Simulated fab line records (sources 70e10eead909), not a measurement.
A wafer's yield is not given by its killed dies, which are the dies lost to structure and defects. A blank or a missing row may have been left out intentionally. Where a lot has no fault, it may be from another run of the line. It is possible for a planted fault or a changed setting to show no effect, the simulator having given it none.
Chamber matching || flow nand-harc || rie-diel-04 running NHARC_P_M0_ETCH_34: 4 sister chambers
The step etches the open film in N2/H2, target depth 40 nm, overetch 12 nm, time 43.94 s. 33 wafers are shown with their chamber, then 12 later ones without.

WAFERS, EACH WITH ITS CHAMBER
{"wafer": "L076.1", "chamber": 2, "showerhead-plenum-p-Torr (Torr)": 1.98, "drypump-motor-current-A (A)": 6.3, "rf-vpp-V (V)": 428.7}
{"wafer": "L076.2", "chamber": 0, "showerhead-plenum-p-Torr (Torr)": 1.99, "drypump-motor-current-A (A)": 5.8, "rf-vpp-V (V)": 427.9}
{"wafer": "L076.4", "chamber": 3, "showerhead-plenum-p-Torr (Torr)": 2.08, "drypump-motor-current-A (A)": 6.4, "rf-vpp-V (V)": 430.7}
{"wafer": "L075.1", "chamber": 0, "showerhead-plenum-p-Torr (Torr)": 1.99, "drypump-motor-current-A (A)": 5.8, "rf-vpp-V (V)": 430.0}
{"wafer": "L075.2", "chamber": 3, "showerhead-plenum-p-Torr (Torr)": 2.08, "drypump-motor-current-A (A)": 6.4, "rf-vpp-V (V)": 432.4}
{"wafer": "L075.5", "chamber": 0, "showerhead-plenum-p-Torr (Torr)": 1.99, "drypump-motor-current-A (A)": 5.8, "rf-vpp-V (V)": 428.7}
{"wafer": "L077.1", "chamber": 0, "showerhead-plenum-p-Torr (Torr)": 1.99, "drypump-motor-current-A (A)": 5.8, "rf-vpp-V (V)": 428.8}
{"wafer": "L077.2", "chamber": 1, "showerhead-plenum-p-Torr (Torr)": 1.88, "drypump-motor-current-A (A)": 6.6, "rf-vpp-V (V)": 426.3}
{"wafer": "L077.4", "chamber": 3, "showerhead-plenum-p-Torr (Torr)": 2.08, "drypump-motor-current-A (A)": 6.5, "rf-vpp-V (V)": 432.1}
{"wafer": "L078.2", "chamber": 1, "showerhead-plenum-p-Torr (Torr)": 1.88, "drypump-motor-current-A (A)": 6.6, "rf-vpp-V (V)": 424.8}
{"wafer": "L078.4", "chamber": 3, "showerhead-plenum-p-Torr (Torr)": 2.08, "drypump-motor-current-A (A)": 6.4, "rf-vpp-V (V)": 431.5}
{"wafer": "L078.5", "chamber": 1, "showerhead-plenum-p-Torr (Torr)": 1.88, "drypump-motor-current-A (A)": 6.6, "rf-vpp-V (V)": 425.1}
{"wafer": "L079.1", "chamber": 1, "showerhead-plenum-p-Torr (Torr)": 1.88, "drypump-motor-current-A (A)": 6.6, "rf-vpp-V (V)": 426.2}
{"wafer": "L079.2", "chamber": 3, "showerhead-plenum-p-Torr (Torr)": 2.08, "drypump-motor-current-A (A)": 6.5, "rf-vpp-V (V)": 432.9}
{"wafer": "L079.4", "chamber": 2, "showerhead-plenum-p-Torr (Torr)": 1.98, "drypump-motor-current-A (A)": 6.4, "rf-vpp-V (V)": 429.9}
{"wafer": "L081.4", "chamber": 2, "showerhead-plenum-p-Torr (Torr)": 1.98, "drypump-motor-current-A (A)": 6.3, "rf-vpp-V (V)": 427.6}
{"wafer": "L081.5", "chamber": 1, "showerhead-plenum-p-Torr (Torr)": 1.88, "drypump-motor-current-A (A)": 6.6, "rf-vpp-V (V)": 425.7}
{"wafer": "L081.6", "chamber": 2, "showerhead-plenum-p-Torr (Torr)": 1.98, "drypump-motor-current-A (A)": 6.4, "rf-vpp-V (V)": 427.5}
{"wafer": "L083.2", "chamber": 2, "showerhead-plenum-p-Torr (Torr)": 1.98, "drypump-motor-current-A (A)": 6.4, "rf-vpp-V (V)": 427.5}
{"wafer": "L083.3", "chamber": 0, "showerhead-plenum-p-Torr (Torr)": 1.98, "drypump-motor-current-A (A)": 5.8, "rf-vpp-V (V)": 429.9}
{"wafer": "L083.5", "chamber": 3, "showerhead-plenum-p-Torr (Torr)": 2.08, "drypump-motor-current-A (A)": 6.4, "rf-vpp-V (V)": 430.9}
{"wafer": "L082.4", "chamber": 3, "showerhead-plenum-p-Torr (Torr)": 2.08, "drypump-motor-current-A (A)": 6.4, "rf-vpp-V (V)": 432.8}
{"wafer": "L082.5", "chamber": 3, "showerhead-plenum-p-Torr (Torr)": 2.08, "drypump-motor-current-A (A)": 6.4, "rf-vpp-V (V)": 429.9}
{"wafer": "L082.6", "chamber": 2, "showerhead-plenum-p-Torr (Torr)": 1.98, "drypump-motor-current-A (A)": 6.4, "rf-vpp-V (V)": 428.3}
{"wafer": "L086.1", "chamber": 1, "showerhead-plenum-p-Torr (Torr)": 1.87, "drypump-motor-current-A (A)": 6.6, "rf-vpp-V (V)": 427.8}
{"wafer": "L086.3", "chamber": 2, "showerhead-plenum-p-Torr (Torr)": 1.97, "drypump-motor-current-A (A)": 6.3, "rf-vpp-V (V)": 428.1}
{"wafer": "L086.4", "chamber": 0, "showerhead-plenum-p-Torr (Torr)": 1.98, "drypump-motor-current-A (A)": 5.8, "rf-vpp-V (V)": 429.5}
{"wafer": "L089.1", "chamber": 0, "showerhead-plenum-p-Torr (Torr)": 1.98, "drypump-motor-current-A (A)": 5.8, "rf-vpp-V (V)": 429.0}
{"wafer": "L089.2", "chamber": 1, "showerhead-plenum-p-Torr (Torr)": 1.87, "drypump-motor-current-A (A)": 6.6, "rf-vpp-V (V)": 424.0}
{"wafer": "L089.4", "chamber": 3, "showerhead-plenum-p-Torr (Torr)": 2.07, "drypump-motor-current-A (A)": 6.5, "rf-vpp-V (V)": 430.8}
{"wafer": "L091.2", "chamber": 2, "showerhead-plenum-p-Torr (Torr)": 1.97, "drypump-motor-current-A (A)": 6.4, "rf-vpp-V (V)": 427.8}
{"wafer": "L091.3", "chamber": 3, "showerhead-plenum-p-Torr (Torr)": 2.07, "drypump-motor-current-A (A)": 6.4, "rf-vpp-V (V)": 430.5}
{"wafer": "L091.6", "chamber": 0, "showerhead-plenum-p-Torr (Torr)": 1.98, "drypump-motor-current-A (A)": 5.8, "rf-vpp-V (V)": 429.2}

SIGNATURES, as means of the wafers listed above
{"reading": "showerhead-plenum-p-Torr", "chamber 0": 1.9850, "chamber 1": 1.8771, "chamber 2": 1.9775, "chamber 3": 2.0780, "scatter within a chamber": 0.00474}
{"reading": "drypump-motor-current-A", "chamber 0": 5.800, "chamber 1": 6.600, "chamber 2": 6.362, "chamber 3": 6.430, "scatter within a chamber": 0.037}
{"reading": "rf-vpp-V", "chamber 0": 429.125, "chamber 1": 425.700, "chamber 2": 428.175, "chamber 3": 431.450, "scatter within a chamber": 0.963}
Rule: a wafer's distance from a chamber is the root of the sum, over the readings, of the square of ((its reading less the chamber's mean) divided by the reading's scatter). The wafer belongs to the nearest chamber; if the next one is less than 2 further off, it can't be placed. The scatter: the root of (the sum of the squares of (reading less its chamber's mean) over the shown wafers, divided by (wafers less chambers)).

WAFERS WITHOUT THEIR CHAMBER
{"wafer": "L093.2", "showerhead-plenum-p-Torr (Torr)": 1.97, "drypump-motor-current-A (A)": 6.4, "rf-vpp-V (V)": 428.9}
{"wafer": "L093.3", "showerhead-plenum-p-Torr (Torr)": 2.07, "drypump-motor-current-A (A)": 6.5, "rf-vpp-V (V)": 431.8}
{"wafer": "L093.6", "showerhead-plenum-p-Torr (Torr)": 1.97, "drypump-motor-current-A (A)": 6.3, "rf-vpp-V (V)": 430.3}
{"wafer": "L094.1", "showerhead-plenum-p-Torr (Torr)": 2.07, "drypump-motor-current-A (A)": 6.5, "rf-vpp-V (V)": 430.7}
{"wafer": "L094.3", "showerhead-plenum-p-Torr (Torr)": 1.87, "drypump-motor-current-A (A)": 6.6, "rf-vpp-V (V)": 425.4}
{"wafer": "L094.4", "showerhead-plenum-p-Torr (Torr)": 1.98, "drypump-motor-current-A (A)": 5.8, "rf-vpp-V (V)": 429.0}
{"wafer": "L095.2", "showerhead-plenum-p-Torr (Torr)": 1.87, "drypump-motor-current-A (A)": 6.7, "rf-vpp-V (V)": 425.1}
{"wafer": "L095.4", "showerhead-plenum-p-Torr (Torr)": 2.07, "drypump-motor-current-A (A)": 6.4, "rf-vpp-V (V)": 431.7}
{"wafer": "L095.5", "showerhead-plenum-p-Torr (Torr)": 2.07, "drypump-motor-current-A (A)": 6.4, "rf-vpp-V (V)": 430.5}
{"wafer": "L096.2", "showerhead-plenum-p-Torr (Torr)": 2.07, "drypump-motor-current-A (A)": 6.5, "rf-vpp-V (V)": 431.2}
{"wafer": "L096.4", "showerhead-plenum-p-Torr (Torr)": 1.98, "drypump-motor-current-A (A)": 5.8, "rf-vpp-V (V)": 429.6}
{"wafer": "L096.6", "showerhead-plenum-p-Torr (Torr)": 1.98, "drypump-motor-current-A (A)": 5.8, "rf-vpp-V (V)": 430.4}

THE CHAMBER EACH PASSED THROUGH
{"wafer": "L093.2", "from the rows above": 2, "in truth": 2}
{"wafer": "L093.3", "from the rows above": 3, "in truth": 3}
{"wafer": "L093.6", "from the rows above": 2, "in truth": 2}
{"wafer": "L094.1", "from the rows above": 3, "in truth": 3}
{"wafer": "L094.3", "from the rows above": 1, "in truth": 1}
{"wafer": "L094.4", "from the rows above": 0, "in truth": 0}
{"wafer": "L095.2", "from the rows above": 1, "in truth": 1}
{"wafer": "L095.4", "from the rows above": 3, "in truth": 3}
{"wafer": "L095.5", "from the rows above": 3, "in truth": 3}
{"wafer": "L096.2", "from the rows above": 3, "in truth": 3}
{"wafer": "L096.4", "from the rows above": 0, "in truth": 0}
{"wafer": "L096.6", "from the rows above": 0, "in truth": 0}
Correctly placed: 12 of 12. Not placeable from these rows: 0. Placed wrongly: 0.
